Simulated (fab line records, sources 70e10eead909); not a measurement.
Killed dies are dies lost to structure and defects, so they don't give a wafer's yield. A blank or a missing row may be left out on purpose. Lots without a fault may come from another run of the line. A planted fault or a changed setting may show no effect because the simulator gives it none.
Which tool did it? | flow nand_harc | 13 lots, 37 wafers sampled, at 6 steps of a route of 1159

WHAT THE GAUGES READ, wafer by wafer
NHARC_A_SOURCE_PLATE_THK_MEAS_09: measures by ellipsometry. Usual: thk_nm 9.7 nm, standard deviation 1.
lot  | measured     | on            | thk_nm (nm)    | flag
L175 | day 7 01:16  | film_metro-02 | 8.2 11.2 8.9   |
L177 | day 7 06:38  | film_metro-02 | 9.6 8.4 7.6    |
L178 | day 7 23:45  | film_metro-01 | 9.4 9.0 8.7    |
L179 | day 7 23:46  | film_metro-02 | 9.0 10.8 9.2   |
L181 | day 8 13:38  | film_metro-02 | 9.2 9.0 9.8    |
L182 | day 9 05:31  | film_metro-01 | 10.2 10.9 11.2 |
L184 | day 9 05:32  | film_metro-01 | 7.2            |
L188 | day 10 02:16 | film_metro-01 | 9.2 9.5 9.3    |
L191 | day 11 02:19 | film_metro-02 | 9.1 10.6 10.7  |
L195 | day 11 15:54 | film_metro-01 | 8.7 8.0 11.1   |
L196 | day 12 02:48 | film_metro-02 | 9.5 9.6 10.1   |
L193 | day 12 02:48 | film_metro-01 | 8.6 7.8 8.4    |
L197 | day 12 08:56 | film_metro-01 | 12.1 9.1 7.7   |

NHARC_A_ONON_D1_THK_MEAS_05: measures by ellipsometry. Usual: thk_nm 999 nm, standard deviation 11.
lot  | measured     | on            | thk_nm (nm)    | flag
L175 | day 7 15:22  | film_metro-02 | 1007 1010 1010 |
L177 | day 7 20:42  | film_metro-02 | 1002 1002 1003 |
L178 | day 8 13:50  | film_metro-01 | 999 997 999    |
L179 | day 8 13:50  | film_metro-02 | 998 998 997    |
L181 | day 9 10:15  | film_metro-02 | 1004 1003 1003 |
L182 | day 9 19:55  | film_metro-02 | 992 994 996    |
L184 | day 9 19:55  | film_metro-02 | 1017           |
L188 | day 10 16:34 | film_metro-02 | 996 998 997    |
L191 | day 11 16:50 | film_metro-02 | 1008 1008 1007 |
L195 | day 12 07:40 | film_metro-02 | 986 985 984    |
L196 | day 12 17:20 | film_metro-01 | 1015 1014 1015 |
L193 | day 12 17:11 | film_metro-01 | 977 977 976    |
L197 | day 12 23:31 | film_metro-01 | 998 995 995    |

NHARC_A_CHANNEL_HOLE_D1_INSPECT_40. Usual: raw_defect_count 65, standard deviation 16.
lot  | measured     | on                | raw_defect_count      | flag
L175 | day 8 16:11  | defect_inspect-02 | 81 78 86              |
L177 | day 8 22:00  | defect_inspect-01 | 51 36 66              |
L178 | day 9 15:46  | defect_inspect-02 | 61 44 40              |
L179 | day 9 14:49  | defect_inspect-01 | 48 59 59              |
L181 | day 10 09:54 | defect_inspect-01 | 38 64 44              |
L182 | day 10 23:49 | defect_inspect-02 | 38 64 54              |
L184 | day 10 22:10 | defect_inspect-01 | 1181 1157             | OFF
L188 | day 11 15:52 | defect_inspect-01 | 84 73 1343 81 65 1337 | OFF
L191 | day 12 14:25 | defect_inspect-01 | 66 52 71              |
L195 | day 13 05:13 | defect_inspect-02 | 78 89 69              |
L196 | day 13 18:47 | defect_inspect-01 | 98 96 72              |
L193 | day 13 14:40 | defect_inspect-01 | 78 81 74              |
L197 | day 14 01:07 | defect_inspect-01 | 75 55 52              |

NHARC_END_SORT_01. Usual: killed_at_array 27, standard deviation 12; killed_at_other 0.9, standard deviation 1.1; killed_at_periphery 3.2, standard deviation 2.4; killed_dies 31, standard deviation 12; killed_open 3.3, standard deviation 1.7; killed_short 2.0, standard deviation 1.6.
lot  | measured     | on        | killed_at_array | killed_at_other | killed_at_periphery | killed_dies | killed_open | killed_short | flag
L184 | day 24 19:25 | prober-01 | 70              | 1               | 4                   | 75          | 2           | 2            | OFF
L188 | day 25 03:07 | prober-01 | 23 30 71        | 1 0 1           | 1 0 0               | 25 30 72    | 3 5 3       | 2 1 3        |

WHICH TOOL RAN EACH LOT (tool, then ch and the chambers of the sampled wafers, then the start)
lot  | NHARC_A_CHANNEL_HOLE_D1_DEP_00 | NHARC_A_CHANNEL_HOLE_D1_STRIP_27
L175 | acl_dep-01 ch 0, day 8 06:24   | rie_diel-05 ch 0,1,2, day 8 15:15
L177 | acl_dep-01 ch 0, day 8 12:14   | rie_diel-05 ch 1,2, day 8 21:06
L178 | acl_dep-01 ch 0, day 9 06:10   | rie_diel-09 ch 0,1, day 9 14:46
L179 | acl_dep-03 ch 0, day 9 05:13   | rie_diel-05 ch 2,3, day 9 13:55
L181 | acl_dep-03 ch 0, day 9 23:57   | rie_diel-05 ch 1,3, day 10 09:02
L182 | acl_dep-01 ch 0, day 10 14:53  | rie_diel-09 ch 0,3, day 10 22:57
L184 | acl_dep-02 ch 0, day 10 12:25  | rie_diel-05 ch 0, day 10 21:13
L188 | acl_dep-03 ch 0, day 11 06:10  | rie_diel-05 ch 0,2,3, day 11 14:59
L191 | acl_dep-03 ch 0, day 12 04:30  | rie_diel-09 ch 0,3, day 12 13:35
L195 | acl_dep-01 ch 0, day 12 19:35  | rie_diel-09 ch 0,1,2, day 13 04:25
L196 | acl_dep-03 ch 0, day 13 08:34  | rie_diel-06 ch 0,1,3, day 13 17:55
L193 | acl_dep-03 ch 0, day 13 05:13  | rie_diel-06 ch 1,2, day 13 13:46
L197 | acl_dep-02 ch 0, day 13 15:26  | rie_diel-09 ch 1,2,3, day 14 00:19
- NHARC_A_CHANNEL_HOLE_D1_DEP_00: deposits aC, target thk 3100 nm.
- NHARC_A_CHANNEL_HOLE_D1_STRIP_27: strips in O2.

WHAT THE TOOLS THEMSELVES READ (means of the sampled wafers that have a number; where no wafer has one, the mark that the record gives instead)
NHARC_A_CHANNEL_HOLE_D1_DEP_00. Usual: throttle_valve_pct 35.002 %, standard deviation 0.0086.
lot  | tool       | throttle_valve_pct (%) | flag
L175 | acl_dep-01 | 34.999                 |
L177 | acl_dep-01 | 35.011                 |
L178 | acl_dep-01 | 35.003                 |
L179 | acl_dep-03 | 35.004                 |
L181 | acl_dep-03 | 35.001                 |
L182 | acl_dep-01 | 34.998                 |
L184 | acl_dep-02 | 34.989                 |
L188 | acl_dep-03 | 34.998                 |
L191 | acl_dep-03 | 34.997                 |
L195 | acl_dep-01 | 34.999                 |
L196 | acl_dep-03 | 34.991                 |
L193 | acl_dep-03 | 35.004                 |
L197 | acl_dep-02 | 35.004                 |

NHARC_A_CHANNEL_HOLE_D1_STRIP_27. Usual: drypump_motor_current_A 5.9 A, standard deviation 0.49; o2_flow_sccm 499.8 sccm, standard deviation 1.5; oes_product_au 0.998 a.u., standard deviation 0.012; rf_vpp_V 57.9 V, standard deviation 0.9; showerhead_plenum_p_Torr 3.57 Torr, standard deviation 0.15; throttle_valve_pct 17.037 %, standard deviation 0.0096.
lot  | tool        | drypump_motor_current_A (A) | o2_flow_sccm (sccm) | oes_product_au (a.u.) | rf_vpp_V (V) | showerhead_plenum_p_Torr (Torr) | throttle_valve_pct (%) | flag
L175 | rie_diel-05 | 6.1                         | 500.1               | 1.010                 | 57.8         | 3.57                            | 17.028                 |
L177 | rie_diel-05 | 6.4                         | 500.9               | 1.001                 | 57.1         | 3.67                            | 17.040                 |
L178 | rie_diel-09 | 6.2                         | 500.7               | 0.988                 | 58.4         | 3.66                            | 17.042                 |
L179 | rie_diel-05 | 5.4                         | 498.8               | 1.008                 | 57.8         | 3.67                            | 17.039                 |
L181 | rie_diel-05 | 5.4                         | 498.6               | 0.999                 | 58.4         | 3.69                            | 17.038                 |
L182 | rie_diel-09 | 5.4                         | 499.3               | 0.996                 | 58.1         | 3.69                            | 17.032                 |
L184 | rie_diel-05 | 5.6                         | 502.6               | 1.010                 | 56.3         | 3.35                            | 17.033                 |
L188 | rie_diel-05 | 5.6                         | 500.2               | 1.008                 | 57.6         | 3.56                            | 17.039                 |
L191 | rie_diel-09 | 5.4                         | 499.0               | 0.985                 | 58.4         | 3.70                            | 17.043                 |
L195 | rie_diel-09 | 6.0                         | 499.2               | 0.991                 | 58.0         | 3.68                            | 17.026                 |
L196 | rie_diel-06 | 6.1                         | 500.1               | 1.002                 | 57.7         | 3.40                            | 17.036                 |
L193 | rie_diel-06 | 5.9                         | 499.6               | 0.999                 | 57.0         | 3.38                            | 17.040                 |
L197 | rie_diel-09 | 6.1                         | 500.6               | 0.988                 | 57.7         | 3.69                            | 17.035                 |

THE ANSWER, worked out from the rows above alone
Rule: a lot is off if the mean of its wafers that have a number lies more than 3 standard deviations from the usual mean. A lot without any number at a reading at which 4 lots or more have one is off too. The other lots that the step has rows for count as sound. The gauges are gone through in route order, then the tools' own readings, and for those a lot's mean is taken as printed above. The first step at which some lot is off is used, and at that step the reading that is off furthest; a lot without a number counts as furthest.
Off: L184, L188, at NHARC_A_CHANNEL_HOLE_D1_INSPECT_40 (raw_defect_count).
A tool fits if, at a process step before that reading, it ran every lot that is off, and no sound lot after the first of them. The gauges at NHARC_A_CHANNEL_HOLE_D1_INSPECT_40 are tried like those tools. One fits: rie_diel-05 at NHARC_A_CHANNEL_HOLE_D1_STRIP_27. Its last sound lot is L181 (day 10 09:02), its first lot that is off L184 (day 10 21:13): a fault that began between those two fits.

WHAT THE SIMULATOR HAD PUT IN
Chamber particle source: rie_diel-05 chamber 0, from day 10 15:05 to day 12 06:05, at NHARC_A_CHANNEL_HOLE_D1_STRIP_27. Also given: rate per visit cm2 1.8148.
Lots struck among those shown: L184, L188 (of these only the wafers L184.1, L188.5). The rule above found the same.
